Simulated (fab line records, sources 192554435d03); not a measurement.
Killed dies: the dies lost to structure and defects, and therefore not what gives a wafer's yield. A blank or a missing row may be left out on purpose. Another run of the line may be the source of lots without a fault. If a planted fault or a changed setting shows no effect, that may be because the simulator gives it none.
Which of the tools did it? | flow n5-finfet | 9 lots with 27 wafers sampled at 5 steps, on a route of 1938 steps

## WHAT EACH GAUGE READ, for each wafer
N5_BEOL_M4_CD_MEAS_18: pitch 36 nm, target cd 18 nm. Usual: cd-nm at 18.0 nm, with a standard deviation of 0.33.
lot  | measured     | on        | cd-nm (nm)     | flag
L919 | day 8 18:59  | cd-sem-02 | 18.4 18.5 18.5 |
L920 | day 8 19:36  | cd-sem-03 | 18.2 17.7 17.6 |
L921 | day 9 00:29  | cd-sem-03 | 17.5 17.7 18.4 |
L922 | day 9 00:37  | cd-sem-03 | 17.9 17.6 18.3 |
L925 | day 10 00:50 | cd-sem-03 | 18.4 18.3 17.7 |
L927 | day 10 06:44 | cd-sem-03 | 18.1 17.9 18.2 |
L929 | day 11 06:22 | cd-sem-01 | 18.2 18.1 18.2 |
L935 | day 12 10:11 | cd-sem-01 | 17.9 18.0 18.6 |
L937 | day 13 05:41 | cd-sem-03 | 17.5 18.0 17.8 |

N5_BEOL_M4_RC_MEAS_101. Usual: DIBL_N 35.7 mV/V, standard deviation 1.5; DIBL_P 35.7 mV/V, standard deviation 2; IOFF_N 0.155 nA/um, standard deviation 0.026; IOFF_P 0.20 nA/um, standard deviation 0.031; ION_N 675 uA/um, standard deviation 11; ION_P 462 uA/um, standard deviation 7.1; SS_N 71.3 mV/dec, standard deviation 0.57; SS_P 73.1 mV/dec, standard deviation 0.56; VT_N 250 mV, standard deviation 3; VT_P -251 mV, standard deviation 3.
lot  | measured     | on        | DIBL_N (mV/V)  | DIBL_P (mV/V)  | IOFF_N (nA/um)    | IOFF_P (nA/um) | ION_N (uA/um) | ION_P (uA/um) | SS_N (mV/dec)  | SS_P (mV/dec)  | VT_N (mV)   | VT_P (mV)      | flag
L919 | day 9 02:08  | prober-02 | 34.0 36.0 33.7 | 33.8 37.2 33.5 | 0.141 0.186 0.142 | 0.19 0.26 0.19 | 683 685 678   | 462 468 465   | 71.2 71.9 70.4 | 72.1 73.3 72.3 | 250 245 249 | -250 -246 -250 |
L920 | day 9 03:11  | prober-01 | 33.4 34.5 38.2 | 31.3 33.0 37.4 | 0.106 0.128 0.184 | 0.17 0.19 0.25 | 662 681 683   | 458 469 470   | 70.5 71.2 72.4 | 72.4 73.6 74.7 | 255 252 248 | -253 -251 -248 |
L921 | day 9 07:03  | prober-02 | 36.1 37.1 35.4 | 34.7 34.5 32.9 | 0.165 0.181 0.140 | 0.21 0.20 0.18 | 674 694 678   | 460 468 464   | 72.0 72.9 71.3 | 72.9 73.0 72.6 | 248 248 251 | -251 -252 -252 |
L922 | day 9 06:25  | prober-01 | 32.8 30.9 34.8 | 32.8 30.8 34.6 | 0.124 0.101 0.152 | 0.17 0.14 0.19 | 669 638 676   | 460 444 460   | 71.5 69.9 71.7 | 72.4 71.8 72.7 | 251 256 247 | -251 -255 -252 |
L925 | day 10 09:34 | prober-01 | 36.5 35.9 37.2 | 35.5 34.9 35.3 | 0.148 0.127 0.156 | 0.22 0.20 0.22 | 666 666 662   | 462 464 453   | 71.8 71.2 71.4 | 73.4 73.2 73.3 | 252 252 254 | -249 -250 -246 |
L927 | day 10 16:27 | prober-01 | 34.5 37.3 37.2 | 35.2 38.2 37.7 | 0.134 0.171 0.164 | 0.16 0.20 0.20 | 678 684 682   | 463 462 461   | 71.0 72.0 71.2 | 72.7 74.3 74.1 | 251 247 250 | -255 -254 -252 |
L929 | day 11 12:53 | prober-01 | 35.4 34.8 34.9 | 35.9 35.0 34.9 | 0.176 0.153 0.155 | 0.23 0.21 0.21 | 693 682 678   | 478 471 470   | 71.7 70.9 70.7 | 73.7 73.1 73.3 | 246 249 248 | -247 -248 -250 |
L935 | day 13 05:15 | prober-02 | 33.4 34.1 34.6 | 34.3 34.8 35.3 | 0.121 0.133 0.136 | 0.14 0.15 0.15 | 668 677 677   | 450 455 456   | 71.4 71.6 71.7 | 72.9 72.9 72.8 | 253 250 250 | -256 -257 -258 |
L937 | day 13 17:22 | prober-01 | 34.4 33.9 36.7 | 34.9 34.4 37.3 | 0.137 0.128 0.166 | 0.18 0.18 0.21 | 666 659 675   | 456 456 459   | 71.0 71.1 71.2 | 72.7 72.4 73.2 | 251 252 250 | -253 -255 -253 |

## WHAT TOOL EACH LOT RAN ON (gives the tool, then ch and the chambers of the sampled wafers, and finally the start)
lot  | N5_BEOL_M4_ETCH_63                 | N5_BEOL_M4_ETCH_69                 | N5_BEOL_M4_TRENCH_ETCH_37
L919 | rie-diel-01 ch 1,2, day 8 18:36    | rie-diel-06 ch 0,2, day 8 19:28    | rie-diel-03 ch 0,1,2, day 9 02:08 or earlier
L920 | rie-diel-06 ch 0,1,3, day 8 19:08  | rie-diel-03 ch 0,1, day 8 20:06    | rie-diel-01 ch 0,1, day 9 03:11 or earlier
L921 | rie-diel-06 ch 0,1, day 9 00:02    | rie-diel-06 ch 0,3, day 9 00:59    | rie-diel-03 ch 0,1,2, day 9 07:03 or earlier
L922 | rie-diel-03 ch 0,1,2, day 9 00:14  | rie-diel-06 ch 0,1,3, day 9 01:14  | rie-diel-01 ch 1,2, day 9 06:25 or earlier
L925 | rie-diel-01 ch 0,2,3, day 10 00:26 | rie-diel-01 ch 0,3, day 10 02:20   | rie-diel-01 ch 0,3, day 10 09:34 or earlier
L927 | rie-diel-06 ch 2,3, day 10 06:19   | rie-diel-03 ch 0,3, day 10 07:23   | rie-diel-01 ch 0,2,3, day 10 16:27 or earlier
L929 | rie-diel-03 ch 0,1,3, day 11 05:26 | rie-diel-01 ch 0,2,3, day 11 07:47 | rie-diel-03 ch 0,1,2, day 11 12:53 or earlier
L935 | rie-diel-06 ch 0,1, day 12 09:43   | rie-diel-06 ch 0,1, day 12 10:49   | rie-diel-06 ch 1,2,3, day 13 05:15 or earlier
L937 | rie-diel-06 ch 1,3, day 13 05:17   | rie-diel-06 ch 2,3, day 13 06:22   | rie-diel-06 ch 1,2,3, day 13 17:22 or earlier
- N5_BEOL_M4_ETCH_63: etches SiARC in CF4, target depth 15.6 nm, time 26 s.
- N5_BEOL_M4_ETCH_69: etches SiARC in CF4, target depth 15.6 nm, time 26 s.
- N5_BEOL_M4_TRENCH_ETCH_37: etches SiOC in C4F6/O2, target depth 55.555 nm, time 29.2 s.

## AS READ BY THE TOOLS THEMSELVES (means over the sampled wafers that have a number; for cases with no such wafer, the mark the record gives instead)
N5_BEOL_M4_ETCH_63. Usual: drypump-motor-current-A is 5.7 A with standard deviation 0.54, etch-rf-on-time-s is 25.8 s with standard deviation 0.66, oes-product-au is 0.69 a.u. with standard deviation 0.077, rf-fwd-power-W is 531.7 W with standard deviation 1.5, rf-vpp-V is 184.6 V with standard deviation 1, showerhead-plenum-p-Torr is 2.18 Torr with standard deviation 0.064, and throttle-valve-pct is 15.54 % with standard deviation 0.2.
lot  | tool        | drypump-motor-current-A (A) | etch-rf-on-time-s (s) | oes-product-au (a.u.) | rf-fwd-power-W (W) | rf-vpp-V (V) | showerhead-plenum-p-Torr (Torr) | throttle-valve-pct (%) | flag
L919 | rie-diel-01 | 5.4                         | 25.3                  | 0.68                  | 530.5              | 184.2        | 2.19                            | 15.49                  |
L920 | rie-diel-06 | 5.9                         | 26.2                  | 0.67                  | 531.1              | 185.6        | 2.23                            | 15.58                  |
L921 | rie-diel-06 | 6.3                         | 25.7                  | 0.61                  | 532.0              | 185.0        | 2.20                            | 15.66                  |
L922 | rie-diel-03 | 5.2                         | 25.9                  | 0.69                  | 531.3              | 184.9        | 2.19                            | 15.59                  |
L925 | rie-diel-01 | 6.0                         | 25.4                  | 0.73                  | 532.2              | 184.2        | 2.23                            | 15.39                  |
L927 | rie-diel-06 | 6.0                         | 26.0                  | 0.83                  | 531.1              | 185.0        | 2.16                            | 15.29                  |
L929 | rie-diel-03 | 5.5                         | 25.4                  | 0.67                  | 530.3              | 183.8        | 2.14                            | 15.56                  |
L935 | rie-diel-06 | 6.0                         | 26.2                  | 0.58                  | 531.9              | 185.0        | 2.20                            | 15.74                  |
L937 | rie-diel-06 | 6.2                         | 26.6                  | 0.64                  | 530.5              | 185.8        | 2.21                            | 15.61                  |

N5_BEOL_M4_ETCH_69. Usual: drypump-motor-current-A is 5.8 A with standard deviation 0.55, etch-rf-on-time-s is 25.8 s with standard deviation 0.64, oes-product-au is 0.70 a.u. with standard deviation 0.082, rf-fwd-power-W is 531.8 W with standard deviation 1.7, rf-vpp-V is 184.6 V with standard deviation 1.1, showerhead-plenum-p-Torr is 2.20 Torr with standard deviation 0.06, and throttle-valve-pct is 15.51 % with standard deviation 0.19.
lot  | tool        | drypump-motor-current-A (A) | etch-rf-on-time-s (s) | oes-product-au (a.u.) | rf-fwd-power-W (W) | rf-vpp-V (V) | showerhead-plenum-p-Torr (Torr) | throttle-valve-pct (%) | flag
L919 | rie-diel-06 | 6.1                         | 26.2                  | 0.59                  | 532.9              | 184.0        | 2.14                            | 15.72                  |
L920 | rie-diel-03 | 5.3                         | 25.9                  | 0.71                  | 532.0              | 183.8        | 2.18                            | 15.41                  |
L921 | rie-diel-06 | 5.5                         | 26.4                  | 0.73                  | 531.2              | 185.5        | 2.25                            | 15.49                  |
L922 | rie-diel-06 | 5.9                         | 26.2                  | 0.67                  | 531.1              | 184.5        | 2.23                            | 15.59                  |
L925 | rie-diel-01 | 6.5                         | 25.6                  | 0.77                  | 531.5              | 185.2        | 2.20                            | 15.35                  |
L927 | rie-diel-03 | 5.7                         | 25.6                  | 0.70                  | 529.8              | 183.6        | 2.09                            | 15.53                  |
L929 | rie-diel-01 | 6.0                         | 25.6                  | 0.71                  | 533.2              | 185.4        | 2.22                            | 15.43                  |
L935 | rie-diel-06 | 6.3                         | 37.7                  | 0.50                  | 536.0              | 183.2        | 2.19                            | 15.72                  | OFF
L937 | rie-diel-06 | 6.0                         | 31.9                  | 0.72                  | 533.8              | 184.4        | 2.15                            | 15.32                  | OFF

N5_BEOL_M4_TRENCH_ETCH_37. Usual: drypump-motor-current-A 5.8 A, standard deviation 0.53; oes-product-au 0.81 a.u., standard deviation 0.086; rf-fwd-power-W 349.3 W, standard deviation 1.9; rf-vpp-V 665 V, standard deviation 12; showerhead-plenum-p-Torr 2.91 Torr, standard deviation 0.086; throttle-valve-pct 20.76 %, standard deviation 0.21.
lot  | tool        | drypump-motor-current-A (A) | oes-product-au (a.u.) | rf-fwd-power-W (W) | rf-vpp-V (V) | showerhead-plenum-p-Torr (Torr) | throttle-valve-pct (%) | flag
L919 | rie-diel-03 | 5.2                         | 0.81                  | 347.8              | 664          | 2.90                            | 20.82                  |
L920 | rie-diel-01 | 6.1                         | 0.73                  | 350.5              | 658          | 2.89                            | 20.76                  |
L921 | rie-diel-03 | 5.2                         | 0.81                  | 346.4              | 664          | 2.90                            | 20.83                  |
L922 | rie-diel-01 | 5.5                         | 0.72                  | 350.3              | 650          | 2.82                            | 20.79                  |
L925 | rie-diel-01 | 6.4                         | 0.89                  | 349.9              | 674          | 2.92                            | 20.55                  |
L927 | rie-diel-01 | 6.0                         | 0.84                  | 350.3              | 671          | 2.95                            | 20.64                  |
L929 | rie-diel-03 | 5.2                         | 0.79                  | 346.9              | 664          | 2.89                            | 20.85                  |
L935 | rie-diel-06 | 6.1                         | 0.84                  | 350.5              | 664          | 2.91                            | 20.73                  |
L937 | rie-diel-06 | 6.1                         | 0.83                  | 350.0              | 664          | 2.91                            | 20.74                  |

## THE ANSWER, worked out from the rows above alone
Rule: a lot is off if the mean of its wafers that have a number lies more than 3 standard deviations from the usual mean. Also off: a lot with no number at a reading for which 4 or more lots have one. All remaining lots with rows at the step are treated as sound. After the gauges, taken in route order, come the tools' own readings; for these a lot's mean is taken, as printed above. At the first step where some lot is off, the reading lying furthest off is the one used; lots without a number count as furthest.
Off: L935, L937, at N5_BEOL_M4_ETCH_69 (etch-rf-on-time-s).
If a tool, at that step or one of the process steps before it, ran each lot that is off and ran no sound lot following the first of them, it fits. One fits: rie-diel-06 at N5_BEOL_M4_ETCH_63 and N5_BEOL_M4_ETCH_69. At N5_BEOL_M4_ETCH_63 its last sound lot is L927 (day 10 06:19), its first lot that is off L935 (day 12 09:43): a fault that began between those two fits.

## WHAT THE SIMULATOR HAD INSERTED
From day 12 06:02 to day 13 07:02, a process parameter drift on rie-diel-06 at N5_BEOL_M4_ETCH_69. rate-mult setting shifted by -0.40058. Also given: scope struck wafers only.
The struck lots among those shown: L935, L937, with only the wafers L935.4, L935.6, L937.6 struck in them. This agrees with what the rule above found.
